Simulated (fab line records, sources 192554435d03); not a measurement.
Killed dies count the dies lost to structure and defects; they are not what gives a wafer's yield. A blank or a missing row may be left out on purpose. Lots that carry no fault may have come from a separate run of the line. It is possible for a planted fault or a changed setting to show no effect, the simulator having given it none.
Which of the tools did it? :: flow n5 finfet :: 24 lots, 72 wafers sampled, at 5 steps of a route of 1938

## WHAT THE GAUGES SHOWED, per wafer
N5_SD_EPI_N_INSPECT_11: inspects for defects (macro). Usual: raw defect count 2.1, standard deviation 1.4.
lot: L074
measured: day 3 02:04
on: defect inspect-01
raw defect count: 1 1 3
flag: 

lot: L075
measured: day 3 14:08
on: defect inspect-02
raw defect count: 4 2 3
flag: 

lot: L076
measured: day 3 18:04
on: defect inspect-02
raw defect count: 2 2 4
flag: 

lot: L077
measured: day 3 23:29
on: defect inspect-02
raw defect count: 2 0 2
flag: 

lot: L078
measured: day 4 01:05
on: defect inspect-01
raw defect count: 1 1 3
flag: 

lot: L079
measured: day 4 08:18
on: defect inspect-01
raw defect count: 2 2 3
flag: 

lot: L080
measured: day 4 14:13
on: defect inspect-02
raw defect count: 3 2 3
flag: 

lot: L081
measured: day 4 19:58
on: defect inspect-02
raw defect count: 2 0 2
flag: 

lot: L082
measured: day 5 01:09
on: defect inspect-01
raw defect count: 0 3 2
flag: 

lot: L083
measured: day 5 10:55
on: defect inspect-01
raw defect count: 3 2 1
flag: 

lot: L084
measured: day 5 14:02
on: defect inspect-01
raw defect count: 1 4 5
flag: 

lot: L085
measured: day 5 18:59
on: defect inspect-02
raw defect count: 1 3 2
flag: 

lot: L086
measured: day 6 03:45
on: defect inspect-02
raw defect count: 6 3 2
flag: 

lot: L087
measured: day 6 06:40
on: defect inspect-01
raw defect count: 1 0 1
flag: 

lot: L088
measured: day 6 11:51
on: defect inspect-01
raw defect count: 3 2 4
flag: 

lot: L089
measured: day 6 18:39
on: defect inspect-01
raw defect count: 1 1 0
flag: 

lot: L090
measured: day 6 23:35
on: defect inspect-02
raw defect count: 4 1 1
flag: 

lot: L091
measured: day 7 07:33
on: defect inspect-02
raw defect count: 1 1 3
flag: 

lot: L092
measured: day 7 12:25
on: defect inspect-02
raw defect count: 2 3 1
flag: 

lot: L093
measured: day 7 18:49
on: defect inspect-02
raw defect count: 1 1 4
flag: 

lot: L094
measured: day 8 00:58
on: defect inspect-02
raw defect count: 1 0 1
flag: 

lot: L095
measured: day 8 05:04
on: defect inspect-02
raw defect count: 1 1 3
flag: 

lot: L096
measured: day 8 17:19
on: defect inspect-02
raw defect count: 4 1 0
flag: 

lot: L097
measured: day 8 22:23
on: defect inspect-02
raw defect count: 1 5 0
flag: 

N5_SD_EPI_N_INSPECT_26: inspects for defects (darkfield). Usual: raw defect count 221, standard deviation 38.
lot: L074
measured: day 3 06:03
on: defect inspect-01
raw defect count: 221 192 225
flag: 

lot: L075
measured: day 3 18:07
on: defect inspect-01
raw defect count: 206 265 208
flag: 

lot: L076
measured: day 3 22:15
on: defect inspect-02
raw defect count: 180 188 248
flag: 

lot: L077
measured: day 4 04:18
on: defect inspect-02
raw defect count: 336 273 218
flag: 

lot: L078
measured: day 4 05:04
on: defect inspect-01
raw defect count: 277 240 289
flag: 

lot: L079
measured: day 4 12:27
on: defect inspect-02
raw defect count: 178 230 152
flag: 

lot: L080
measured: day 4 18:50
on: defect inspect-02
raw defect count: 236 216 181
flag: 

lot: L081
measured: day 5 00:15
on: defect inspect-01
raw defect count: 215 232 260
flag: 

lot: L082
measured: day 5 05:09
on: defect inspect-01
raw defect count: 213 263 230
flag: 

lot: L083
measured: day 5 14:55
on: defect inspect-01
raw defect count: 232 211 180
flag: 

lot: L084
measured: day 5 18:02
on: defect inspect-02
raw defect count: 158 129 168
flag: 

lot: L085
measured: day 5 23:00
on: defect inspect-01
raw defect count: 174 219 159
flag: 

lot: L086
measured: day 6 08:01
on: defect inspect-02
raw defect count: 187 207 210
flag: 

lot: L087
measured: day 6 10:52
on: defect inspect-01
raw defect count: 219 213 205
flag: 

lot: L088
measured: day 6 16:11
on: defect inspect-01
raw defect count: 182 184 221
flag: 

lot: L089
measured: day 6 23:47
on: defect inspect-02
raw defect count: 205 270 227
flag: 

lot: L090
measured: day 7 05:22
on: defect inspect-02
raw defect count: 240 187 228
flag: 

lot: L091
measured: day 7 13:06
on: defect inspect-02
raw defect count: 272 230 148
flag: 

lot: L092
measured: day 7 17:04
on: defect inspect-02
raw defect count: 151 289 223
flag: 

lot: L093
measured: day 7 22:49
on: defect inspect-02
raw defect count: 286 294 208
flag: 

lot: L094
measured: day 8 04:57
on: defect inspect-02
raw defect count: 182 245 210
flag: 

lot: L095
measured: day 8 09:07
on: defect inspect-02
raw defect count: 265 213 239
flag: 

lot: L096
measured: day 8 21:28
on: defect inspect-02
raw defect count: 195 181 194
flag: 

lot: L097
measured: day 9 03:05
on: defect inspect-02
raw defect count: 279 243 228
flag: 

N5_SD_EPI_P_OVL_MEAS_10. Usual: SD_P_BLK_OVL gives -0.4 nm (standard deviation 0.96).
lot: L074
measured: day 3 06:29
on: overlay-01
SD_P_BLK_OVL (nm): -2.3 -1.6 -1.9
flag: 

lot: L075
measured: day 3 18:25
on: overlay-01
SD_P_BLK_OVL (nm): -0.7 0.7 -0.1
flag: 

lot: L076
measured: day 3 22:41
on: overlay-01
SD_P_BLK_OVL (nm): -1.3 -0.6 -0.9
flag: 

lot: L077
measured: day 4 04:37
on: overlay-02
SD_P_BLK_OVL (nm): 0.1 0.8 1.2
flag: 

lot: L078
measured: day 4 05:29
on: overlay-01
SD_P_BLK_OVL (nm): 0.8 0.9 0.5
flag: 

lot: L079
measured: day 4 12:53
on: overlay-02
SD_P_BLK_OVL (nm): 0.9 0.2 -0.3
flag: 

lot: L080
measured: day 4 19:16
on: overlay-01
SD_P_BLK_OVL (nm): -1.7 -0.4 -0.4
flag: 

lot: L081
measured: day 5 00:41
on: overlay-01
SD_P_BLK_OVL (nm): -0.9 -0.7 -0.5
flag: 

lot: L082
measured: day 5 05:35
on: overlay-01
SD_P_BLK_OVL (nm): -0.5 0.5 1.2
flag: 

lot: L083
measured: day 5 15:21
on: overlay-01
SD_P_BLK_OVL (nm): -1.6 -0.6 -0.6
flag: 

lot: L084
measured: day 5 18:28
on: overlay-01
SD_P_BLK_OVL (nm): -0.2 -0.2 0.8
flag: 

lot: L085
measured: day 5 23:26
on: overlay-01
SD_P_BLK_OVL (nm): -0.5 0.1 -0.2
flag: 

lot: L086
measured: day 6 08:27
on: overlay-01
SD_P_BLK_OVL (nm): -0.6 -0.4 -1.1
flag: 

lot: L087
measured: day 6 11:10
on: overlay-02
SD_P_BLK_OVL (nm): -1.9 -0.6 -0.9
flag: 

lot: L088
measured: day 6 16:37
on: overlay-01
SD_P_BLK_OVL (nm): -1.0 -1.0 -0.6
flag: 

lot: L089
measured: day 7 00:13
on: overlay-02
SD_P_BLK_OVL (nm): -1.1 -1.2 -0.4
flag: 

lot: L090
measured: day 7 05:48
on: overlay-02
SD_P_BLK_OVL (nm): -0.2 0.4 0.9
flag: 

lot: L091
measured: day 7 13:32
on: overlay-01
SD_P_BLK_OVL (nm): -0.6 -0.8 0.3
flag: 

lot: L092
measured: day 7 17:30
on: overlay-02
SD_P_BLK_OVL (nm): -2.1 -2.6 -1.7
flag: 

lot: L093
measured: day 7 23:14
on: overlay-02
SD_P_BLK_OVL (nm): 0.7 -0.2 -0.2
flag: 

lot: L094
measured: day 8 05:16
on: overlay-02
SD_P_BLK_OVL (nm): 0.1 0.6 -0.1
flag: 

lot: L095
measured: day 8 09:33
on: overlay-02
SD_P_BLK_OVL (nm): 0.8 0.7 -0.3
flag: 

lot: L096
measured: day 8 21:46
on: overlay-01
SD_P_BLK_OVL (nm): -1.4 -1.4 -0.8
flag: 

lot: L097
measured: day 9 03:25
on: overlay-01
SD_P_BLK_OVL (nm): -0.6 -0.7 -0.9
flag: 

## TOOL THAT RAN EACH LOT (tool first, then ch and the chambers of the sampled wafers, then the start)
lot: L074
N5_SD_EPI_N_ETCH_35: rie diel-01 ch 1,3, day 3 02:12
N5_SD_EPI_N_ETCH_45: rie diel-01 ch 1,3, day 3 02:37

lot: L075
N5_SD_EPI_N_ETCH_35: rie diel-05 ch 0,1,3, day 3 14:16
N5_SD_EPI_N_ETCH_45: rie diel-05 ch 0,1,3, day 3 14:41

lot: L076
N5_SD_EPI_N_ETCH_35: rie diel-05 ch 1,2,3, day 3 18:16
N5_SD_EPI_N_ETCH_45: rie diel-05 ch 1,2,3, day 3 18:41

lot: L077
N5_SD_EPI_N_ETCH_35: rie diel-01 ch 1,2,3, day 3 23:52
N5_SD_EPI_N_ETCH_45: rie diel-01 ch 1,2,3, day 4 00:17

lot: L078
N5_SD_EPI_N_ETCH_35: rie diel-04 ch 0,3, day 4 01:13
N5_SD_EPI_N_ETCH_45: rie diel-04 ch 0,3, day 4 01:38

lot: L079
N5_SD_EPI_N_ETCH_35: rie diel-01 ch 0,3, day 4 08:25
N5_SD_EPI_N_ETCH_45: rie diel-01 ch 0,3, day 4 08:51

lot: L080
N5_SD_EPI_N_ETCH_35: rie diel-04 ch 0,2, day 4 14:25
N5_SD_EPI_N_ETCH_45: rie diel-04 ch 0,2, day 4 14:51

lot: L081
N5_SD_EPI_N_ETCH_35: rie diel-01 ch 0,1,2, day 4 20:22
N5_SD_EPI_N_ETCH_45: rie diel-01 ch 0,1,2, day 4 20:47

lot: L082
N5_SD_EPI_N_ETCH_35: rie diel-05 ch 0,1,3, day 5 01:16
N5_SD_EPI_N_ETCH_45: rie diel-05 ch 0,1,3, day 5 01:42

lot: L083
N5_SD_EPI_N_ETCH_35: rie diel-04 ch 0,1,2, day 5 11:02
N5_SD_EPI_N_ETCH_45: rie diel-04 ch 0,1,2, day 5 11:28

lot: L084
N5_SD_EPI_N_ETCH_35: rie diel-01 ch 0,2,3, day 5 14:10
N5_SD_EPI_N_ETCH_45: rie diel-01 ch 0,2,3, day 5 14:35

lot: L085
N5_SD_EPI_N_ETCH_35: rie diel-04 ch 1,2,3, day 5 19:07
N5_SD_EPI_N_ETCH_45: rie diel-04 ch 1,2,3, day 5 19:32

lot: L086
N5_SD_EPI_N_ETCH_35: rie diel-05 ch 0,1, day 6 03:53
N5_SD_EPI_N_ETCH_45: rie diel-05 ch 0,1, day 6 04:18

lot: L087
N5_SD_EPI_N_ETCH_35: rie diel-04 ch 0,1,2, day 6 06:47
N5_SD_EPI_N_ETCH_45: rie diel-04 ch 0,1,2, day 6 07:13

lot: L088
N5_SD_EPI_N_ETCH_35: rie diel-01 ch 0,2, day 6 12:10
N5_SD_EPI_N_ETCH_45: rie diel-01 ch 0,2, day 6 12:36

lot: L089
N5_SD_EPI_N_ETCH_35: rie diel-01 ch 0,2, day 6 18:47
N5_SD_EPI_N_ETCH_45: rie diel-01 ch 0,2, day 6 19:12

lot: L090
N5_SD_EPI_N_ETCH_35: rie diel-05 ch 0,1,3, day 6 23:43
N5_SD_EPI_N_ETCH_45: rie diel-05 ch 0,1,3, day 7 00:08

lot: L091
N5_SD_EPI_N_ETCH_35: rie diel-01 ch 0,2,3, day 7 08:11
N5_SD_EPI_N_ETCH_45: rie diel-01 ch 0,2,3, day 7 08:36

lot: L092
N5_SD_EPI_N_ETCH_35: rie diel-01 ch 0,1,3, day 7 12:32
N5_SD_EPI_N_ETCH_45: rie diel-01 ch 0,1,3, day 7 12:58

lot: L093
N5_SD_EPI_N_ETCH_35: rie diel-01 ch 1,2, day 7 18:56
N5_SD_EPI_N_ETCH_45: rie diel-01 ch 1,2, day 7 19:22

lot: L094
N5_SD_EPI_N_ETCH_35: rie diel-04 ch 1,2, day 8 01:05
N5_SD_EPI_N_ETCH_45: rie diel-04 ch 1,2, day 8 01:31

lot: L095
N5_SD_EPI_N_ETCH_35: rie diel-05 ch 1,2, day 8 05:11
N5_SD_EPI_N_ETCH_45: rie diel-05 ch 1,2, day 8 05:37

lot: L096
N5_SD_EPI_N_ETCH_35: rie diel-05 ch 0,1,2, day 8 17:26
N5_SD_EPI_N_ETCH_45: rie diel-05 ch 0,1,2, day 8 17:52

lot: L097
N5_SD_EPI_N_ETCH_35: rie diel-04 ch 1,3, day 8 22:30
N5_SD_EPI_N_ETCH_45: rie diel-04 ch 1,3, day 8 22:56
- N5_SD_EPI_N_ETCH_35: etches SOC in N2/H2, overetch 108 nm, time 486 s.
- N5_SD_EPI_N_ETCH_45: etches SiOCN in CH3F/O2, target depth 6 nm.

## AS READ BY THE TOOLS THEMSELVES (means over the sampled wafers that have a number; for cases with no such wafer, the mark the record gives instead)
N5_SD_EPI_N_ETCH_35. Usual: for drypump motor current A, 5.6 A with a standard deviation of 0.43; for h2 flow sccm, 200.1 sccm with a standard deviation of 0.59; for oes product au, 0.69 a.u. with a standard deviation of 0.053; for rf fwd power W, 2994 W with a standard deviation of 9.5; for rf vpp V, 240.6 V with a standard deviation of 1.4; for showerhead plenum p Torr, 2.53 Torr with a standard deviation of 0.095; for throttle valve pct, 23.8 % with a standard deviation of 0.32.
lot: L074
tool: rie diel-01
drypump motor current A (A): 5.6
h2 flow sccm (sccm): 200.0
oes product au (a.u.): 0.75
rf fwd power W (W): 2986
rf vpp V (V): 241.8
showerhead plenum p Torr (Torr): 2.62
throttle valve pct (%): 23.6
flag: 

lot: L075
tool: rie diel-05
drypump motor current A (A): 5.5
h2 flow sccm (sccm): 199.9
oes product au (a.u.): 0.68
rf fwd power W (W): 2991
rf vpp V (V): 238.5
showerhead plenum p Torr (Torr): 2.45
throttle valve pct (%): 23.7
flag: 

lot: L076
tool: rie diel-05
drypump motor current A (A): 5.6
h2 flow sccm (sccm): 200.7
oes product au (a.u.): 0.67
rf fwd power W (W): 2992
rf vpp V (V): 241.1
showerhead plenum p Torr (Torr): 2.50
throttle valve pct (%): 23.6
flag: 

lot: L077
tool: rie diel-01
drypump motor current A (A): 5.3
h2 flow sccm (sccm): 200.2
oes product au (a.u.): 0.71
rf fwd power W (W): 2991
rf vpp V (V): 240.8
showerhead plenum p Torr (Torr): 2.57
throttle valve pct (%): 23.9
flag: 

lot: L078
tool: rie diel-04
drypump motor current A (A): 5.6
h2 flow sccm (sccm): 200.1
oes product au (a.u.): 0.72
rf fwd power W (W): 3001
rf vpp V (V): 239.2
showerhead plenum p Torr (Torr): 2.48
throttle valve pct (%): 23.5
flag: 

lot: L079
tool: rie diel-01
drypump motor current A (A): 5.8
h2 flow sccm (sccm): 200.2
oes product au (a.u.): 0.66
rf fwd power W (W): 2983
rf vpp V (V): 241.4
showerhead plenum p Torr (Torr): 2.54
throttle valve pct (%): 23.7
flag: 

lot: L080
tool: rie diel-04
drypump motor current A (A): 5.7
h2 flow sccm (sccm): 200.2
oes product au (a.u.): 0.82
rf fwd power W (W): 2986
rf vpp V (V): 241.3
showerhead plenum p Torr (Torr): 2.58
throttle valve pct (%): 23.6
flag: 

lot: L081
tool: rie diel-01
drypump motor current A (A): 5.7
h2 flow sccm (sccm): 200.1
oes product au (a.u.): 0.68
rf fwd power W (W): 2995
rf vpp V (V): 241.6
showerhead plenum p Torr (Torr): 2.62
throttle valve pct (%): 24.0
flag: 

lot: L082
tool: rie diel-05
drypump motor current A (A): 5.6
h2 flow sccm (sccm): 200.3
oes product au (a.u.): 0.68
rf fwd power W (W): 2997
rf vpp V (V): 240.1
showerhead plenum p Torr (Torr): 2.45
throttle valve pct (%): 23.8
flag: 

lot: L083
tool: rie diel-04
drypump motor current A (A): 5.8
h2 flow sccm (sccm): 200.3
oes product au (a.u.): 0.74
rf fwd power W (W): 2993
rf vpp V (V): 239.6
showerhead plenum p Torr (Torr): 2.53
throttle valve pct (%): 23.7
flag: 

lot: L084
tool: rie diel-01
drypump motor current A (A): 5.4
h2 flow sccm (sccm): 200.5
oes product au (a.u.): 0.66
rf fwd power W (W): 2995
rf vpp V (V): 240.4
showerhead plenum p Torr (Torr): 2.52
throttle valve pct (%): 23.9
flag: 

lot: L085
tool: rie diel-04
drypump motor current A (A): 5.7
h2 flow sccm (sccm): 200.3
oes product au (a.u.): 0.74
rf fwd power W (W): 3000
rf vpp V (V): 239.8
showerhead plenum p Torr (Torr): 2.49
throttle valve pct (%): 23.7
flag: 

lot: L086
tool: rie diel-05
drypump motor current A (A): 5.8
h2 flow sccm (sccm): 200.1
oes product au (a.u.): 0.70
rf fwd power W (W): 2993
rf vpp V (V): 240.5
showerhead plenum p Torr (Torr): 2.50
throttle valve pct (%): 24.0
flag: 

lot: L087
tool: rie diel-04
drypump motor current A (A): 5.8
h2 flow sccm (sccm): 199.9
oes product au (a.u.): 0.73
rf fwd power W (W): 2997
rf vpp V (V): 241.0
showerhead plenum p Torr (Torr): 2.53
throttle valve pct (%): 23.7
flag: 

lot: L088
tool: rie diel-01
drypump motor current A (A): 5.9
h2 flow sccm (sccm): 200.2
oes product au (a.u.): 0.63
rf fwd power W (W): 2999
rf vpp V (V): 241.4
showerhead plenum p Torr (Torr): 2.58
throttle valve pct (%): 24.0
flag: 

lot: L089
tool: rie diel-01
drypump motor current A (A): 5.8
h2 flow sccm (sccm): 200.0
oes product au (a.u.): 0.63
rf fwd power W (W): 3001
rf vpp V (V): 241.0
showerhead plenum p Torr (Torr): 2.58
throttle valve pct (%): 24.0
flag: 

lot: L090
tool: rie diel-05
drypump motor current A (A): 5.6
h2 flow sccm (sccm): 200.1
oes product au (a.u.): 0.67
rf fwd power W (W): 2983
rf vpp V (V): 239.4
showerhead plenum p Torr (Torr): 2.44
throttle valve pct (%): 23.8
flag: 

lot: L091
tool: rie diel-01
drypump motor current A (A): 5.5
h2 flow sccm (sccm): 199.9
oes product au (a.u.): 0.66
rf fwd power W (W): 2996
rf vpp V (V): 240.5
showerhead plenum p Torr (Torr): 2.52
throttle valve pct (%): 24.0
flag: 

lot: L092
tool: rie diel-01
drypump motor current A (A): 5.7
h2 flow sccm (sccm): 199.3
oes product au (a.u.): 0.68
rf fwd power W (W): 2993
rf vpp V (V): 242.1
showerhead plenum p Torr (Torr): 2.57
throttle valve pct (%): 23.7
flag: 

lot: L093
tool: rie diel-01
drypump motor current A (A): 5.6
h2 flow sccm (sccm): 200.5
oes product au (a.u.): 0.69
rf fwd power W (W): 2995
rf vpp V (V): 241.7
showerhead plenum p Torr (Torr): 2.64
throttle valve pct (%): 24.0
flag: 

lot: L094
tool: rie diel-04
drypump motor current A (A): 5.9
h2 flow sccm (sccm): 199.5
oes product au (a.u.): 0.70
rf fwd power W (W): 2989
rf vpp V (V): 240.1
showerhead plenum p Torr (Torr): 2.48
throttle valve pct (%): 23.9
flag: 

lot: L095
tool: rie diel-05
drypump motor current A (A): 5.9
h2 flow sccm (sccm): 199.9
oes product au (a.u.): 0.67
rf fwd power W (W): 2990
rf vpp V (V): 241.4
showerhead plenum p Torr (Torr): 2.54
throttle valve pct (%): 23.8
flag: 

lot: L096
tool: rie diel-05
drypump motor current A (A): 5.5
h2 flow sccm (sccm): 200.2
oes product au (a.u.): 0.66
rf fwd power W (W): 2994
rf vpp V (V): 240.5
showerhead plenum p Torr (Torr): 2.50
throttle valve pct (%): 23.7
flag: 

lot: L097
tool: rie diel-04
drypump motor current A (A): 5.9
h2 flow sccm (sccm): 199.9
oes product au (a.u.): 0.67
rf fwd power W (W): 2998
rf vpp V (V): 239.5
showerhead plenum p Torr (Torr): 2.43
throttle valve pct (%): 23.8
flag: 

N5_SD_EPI_N_ETCH_45. Usual: drypump motor current A 5.6 A, standard deviation 0.43; oes product au 0.77 a.u., standard deviation 0.066; rf fwd power W 407.8 W, standard deviation 1.2; rf vpp V 127.4 V, standard deviation 0.98; showerhead plenum p Torr 2.00 Torr, standard deviation 0.075; throttle valve pct 23.39 %, standard deviation 0.25.
lot: L074
tool: rie diel-01
drypump motor current A (A): 5.6
oes product au (a.u.): 0.84
rf fwd power W (W): 407.2
rf vpp V (V): 127.6
showerhead plenum p Torr (Torr): 2.06
throttle valve pct (%): 23.15
flag: 

lot: L075
tool: rie diel-05
drypump motor current A (A): 5.6
oes product au (a.u.): 0.76
rf fwd power W (W): 408.6
rf vpp V (V): 126.5
showerhead plenum p Torr (Torr): 1.94
throttle valve pct (%): 23.42
flag: 

lot: L076
tool: rie diel-05
drypump motor current A (A): 5.7
oes product au (a.u.): 0.75
rf fwd power W (W): 407.3
rf vpp V (V): 128.0
showerhead plenum p Torr (Torr): 2.00
throttle valve pct (%): 23.53
flag: 

lot: L077
tool: rie diel-01
drypump motor current A (A): 5.3
oes product au (a.u.): 0.80
rf fwd power W (W): 408.4
rf vpp V (V): 127.4
showerhead plenum p Torr (Torr): 2.02
throttle valve pct (%): 23.30
flag: 

lot: L078
tool: rie diel-04
drypump motor current A (A): 5.6
oes product au (a.u.): 0.82
rf fwd power W (W): 407.9
rf vpp V (V): 127.3
showerhead plenum p Torr (Torr): 1.95
throttle valve pct (%): 23.02
flag: 

lot: L079
tool: rie diel-01
drypump motor current A (A): 5.8
oes product au (a.u.): 0.74
rf fwd power W (W): 409.3
rf vpp V (V): 127.6
showerhead plenum p Torr (Torr): 2.02
throttle valve pct (%): 23.49
flag: 

lot: L080
tool: rie diel-04
drypump motor current A (A): 5.7
oes product au (a.u.): 0.93
rf fwd power W (W): 408.0
rf vpp V (V): 127.7
showerhead plenum p Torr (Torr): 2.04
throttle valve pct (%): 23.31
flag: 

lot: L081
tool: rie diel-01
drypump motor current A (A): 5.7
oes product au (a.u.): 0.76
rf fwd power W (W): 408.2
rf vpp V (V): 128.0
showerhead plenum p Torr (Torr): 2.06
throttle valve pct (%): 23.40
flag: 

lot: L082
tool: rie diel-05
drypump motor current A (A): 5.6
oes product au (a.u.): 0.76
rf fwd power W (W): 406.8
rf vpp V (V): 126.6
showerhead plenum p Torr (Torr): 1.94
throttle valve pct (%): 23.42
flag: 

lot: L083
tool: rie diel-04
drypump motor current A (A): 5.9
oes product au (a.u.): 0.83
rf fwd power W (W): 408.3
rf vpp V (V): 127.9
showerhead plenum p Torr (Torr): 1.99
throttle valve pct (%): 23.31
flag: 

lot: L084
tool: rie diel-01
drypump motor current A (A): 5.5
oes product au (a.u.): 0.74
rf fwd power W (W): 407.1
rf vpp V (V): 127.7
showerhead plenum p Torr (Torr): 1.99
throttle valve pct (%): 23.50
flag: 

lot: L085
tool: rie diel-04
drypump motor current A (A): 5.7
oes product au (a.u.): 0.83
rf fwd power W (W): 408.1
rf vpp V (V): 127.5
showerhead plenum p Torr (Torr): 1.97
throttle valve pct (%): 23.45
flag: 

lot: L086
tool: rie diel-05
drypump motor current A (A): 5.8
oes product au (a.u.): 0.78
rf fwd power W (W): 407.4
rf vpp V (V): 126.4
showerhead plenum p Torr (Torr): 1.97
throttle valve pct (%): 23.51
flag: 

lot: L087
tool: rie diel-04
drypump motor current A (A): 5.9
oes product au (a.u.): 0.82
rf fwd power W (W): 407.5
rf vpp V (V): 127.7
showerhead plenum p Torr (Torr): 1.99
throttle valve pct (%): 23.31
flag: 

lot: L088
tool: rie diel-01
drypump motor current A (A): 5.9
oes product au (a.u.): 0.70
rf fwd power W (W): 407.5
rf vpp V (V): 127.6
showerhead plenum p Torr (Torr): 2.04
throttle valve pct (%): 23.59
flag: 

lot: L089
tool: rie diel-01
drypump motor current A (A): 5.9
oes product au (a.u.): 0.71
rf fwd power W (W): 408.1
rf vpp V (V): 127.5
showerhead plenum p Torr (Torr): 2.04
throttle valve pct (%): 23.58
flag: 

lot: L090
tool: rie diel-05
drypump motor current A (A): 5.6
oes product au (a.u.): 0.75
rf fwd power W (W): 406.9
rf vpp V (V): 126.4
showerhead plenum p Torr (Torr): 1.93
throttle valve pct (%): 23.45
flag: 

lot: L091
tool: rie diel-01
drypump motor current A (A): 5.4
oes product au (a.u.): 0.73
rf fwd power W (W): 408.5
rf vpp V (V): 127.9
showerhead plenum p Torr (Torr): 1.99
throttle valve pct (%): 23.50
flag: 

lot: L092
tool: rie diel-01
drypump motor current A (A): 5.7
oes product au (a.u.): 0.77
rf fwd power W (W): 408.4
rf vpp V (V): 127.6
showerhead plenum p Torr (Torr): 2.03
throttle valve pct (%): 23.36
flag: 

lot: L093
tool: rie diel-01
drypump motor current A (A): 5.6
oes product au (a.u.): 0.78
rf fwd power W (W): 408.9
rf vpp V (V): 127.6
showerhead plenum p Torr (Torr): 2.07
throttle valve pct (%): 23.29
flag: 

lot: L094
tool: rie diel-04
drypump motor current A (A): 5.9
oes product au (a.u.): 0.80
rf fwd power W (W): 407.1
rf vpp V (V): 127.0
showerhead plenum p Torr (Torr): 1.97
throttle valve pct (%): 23.59
flag: 

lot: L095
tool: rie diel-05
drypump motor current A (A): 5.9
oes product au (a.u.): 0.76
rf fwd power W (W): 407.6
rf vpp V (V): 128.1
showerhead plenum p Torr (Torr): 2.02
throttle valve pct (%): 23.63
flag: 

lot: L096
tool: rie diel-05
drypump motor current A (A): 5.5
oes product au (a.u.): 0.74
rf fwd power W (W): 407.5
rf vpp V (V): 127.3
showerhead plenum p Torr (Torr): 1.99
throttle valve pct (%): 23.48
flag: 

lot: L097
tool: rie diel-04
drypump motor current A (A): 5.9
oes product au (a.u.): 0.74
rf fwd power W (W): 407.9
rf vpp V (V): 126.5
showerhead plenum p Torr (Torr): 1.91
throttle valve pct (%): 23.46
flag: 

## THE ANSWER, worked out from the rows above alone
Rule: a lot counts as off when the mean over its wafers that have a number is more than 3 standard deviations away from the usual mean. Also off: a lot with no number at a reading for which 4 or more lots have one. Any other lot the step has rows for is counted as sound. First the gauges in route order, then the tools' own readings, where a lot's mean is used as printed above. At the first step where some lot is off, the reading lying furthest off is the one used; lots without a number count as furthest.
No lot is off at any reading shown: from this, nothing can be told.

## WHAT WAS PUT IN BY THE SIMULATOR
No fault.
